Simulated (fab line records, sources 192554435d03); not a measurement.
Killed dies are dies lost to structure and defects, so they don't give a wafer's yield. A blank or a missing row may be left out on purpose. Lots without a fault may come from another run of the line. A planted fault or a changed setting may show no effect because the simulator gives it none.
Which tool did it? | flow n5_finfet | 9 lots, 27 wafers sampled, at 4 steps of a route of 1938

WHAT THE GAUGES READ, wafer by wafer
N5_BEOL_M8_INSPECT_13: inspects for defects (brightfield).
lot  | measured     | on                | raw_defect_count
L699 | day 9 07:19  | defect_inspect-02 | 445 387 277
L704 | day 10 13:53 | defect_inspect-01 | 456 364 441
L702 | day 10 18:01 | defect_inspect-02 | 333 510 390
L707 | day 11 16:13 | defect_inspect-02 | 318 381 400
L711 | day 12 15:08 | defect_inspect-02 | 437 401 464
L716 | day 13 21:37 | defect_inspect-02 | 284 320 445
L718 | day 14 07:45 | defect_inspect-01 | 267 332 337
L720 | day 15 01:14 | defect_inspect-02 | 1653 1549 1549
L722 | day 15 11:50 | defect_inspect-01 | 1555 1511 1581

WHICH TOOL RAN EACH LOT (tool, then ch and the chambers of the sampled wafers, then the start)
lot  | N5_BEOL_M7_STRIP_80                           | N5_BEOL_M8_ILD_DEP_00           | N5_BEOL_M8_CURE_74
L699 | rie_diel-03 ch 1,2,3, day 9 05:10 or earlier  | pecvd-01 ch 0,2, day 9 05:10    | uv_cure-02 ch 2, day 9 05:35
L704 | rie_diel-03 ch 0,2, day 10 10:54 or earlier   | pecvd-04 ch 0,1, day 10 10:54   | uv_cure-02 ch 2, day 10 11:00
L702 | rie_diel-04 ch 0,2, day 10 15:19 or earlier   | pecvd-04 ch 0,1, day 10 15:19   | uv_cure-03 ch 0, day 10 15:23
L707 | rie_diel-03 ch 1,2, day 11 14:41 or earlier   | pecvd-01 ch 0,1, day 11 14:41   | uv_cure-01 ch 0, day 11 14:45
L711 | rie_diel-03 ch 0,1,2, day 12 10:37 or earlier | pecvd-01 ch 0,1,2, day 12 10:37 | uv_cure-02 ch 2, day 12 10:40
L716 | rie_diel-03 ch 1,2, day 13 18:19 or earlier   | pecvd-04 ch 0,1,2, day 13 18:19 | uv_cure-02 ch 2, day 13 18:32
L718 | rie_diel-04 ch 0,2, day 14 05:19 or earlier   | pecvd-04 ch 1,2, day 14 05:19   | uv_cure-02 ch 2, day 14 05:23
L720 | rie_diel-04 ch 0,1,3, day 14 21:58 or earlier | pecvd-04 ch 0,1, day 14 21:58   | uv_cure-03 ch 2, day 14 22:24
L722 | rie_diel-03 ch 0,2,3, day 15 08:40 or earlier | pecvd-04 ch 1,2, day 15 08:40   | uv_cure-02 ch 2, day 15 08:54
- N5_BEOL_M7_STRIP_80: strips in N2/H2, time 10 s.
- N5_BEOL_M8_ILD_DEP_00: deposits SiCOH lowk from DEMS/porogen, target thk 179.75 nm, time 33.4 s.
- N5_BEOL_M8_CURE_74: cures SiCOH lowk, time 240 s.

THE ANSWER, worked out from the rows above alone
Rule: what is usual is taken from the lots themselves. Put in order of their means at a reading, lots are off if they are a third of the lots or fewer, leave a main group of 4 or more, and stand apart from it by a gap of 3 or more times the standard deviation of the main group's means; of several such gaps the widest counts. A main group whose means are all the same, to the digits that the tables above print for the reading, isn't used. A lot without any number at a reading at which 4 lots or more have one is off too. The other lots that the step has rows for count as sound.
Off: L720, L722, at N5_BEOL_M8_INSPECT_13 (raw_defect_count). The main group: mean 380, standard deviation 40.
A tool fits if, at a process step before that reading, it ran every lot that is off, and no sound lot after the first of them. The gauges at N5_BEOL_M8_INSPECT_13 are tried like those tools. N5_BEOL_M7_STRIP_80 gives no start for some lots, so the hours and the order of its lots are those of N5_BEOL_M8_ILD_DEP_00. One fits: pecvd-04 at N5_BEOL_M8_ILD_DEP_00. Its last sound lot is L718 (day 14 05:19), its first lot that is off L720 (day 14 21:58): a fault that began between those two fits.

WHAT THE SIMULATOR HAD PUT IN
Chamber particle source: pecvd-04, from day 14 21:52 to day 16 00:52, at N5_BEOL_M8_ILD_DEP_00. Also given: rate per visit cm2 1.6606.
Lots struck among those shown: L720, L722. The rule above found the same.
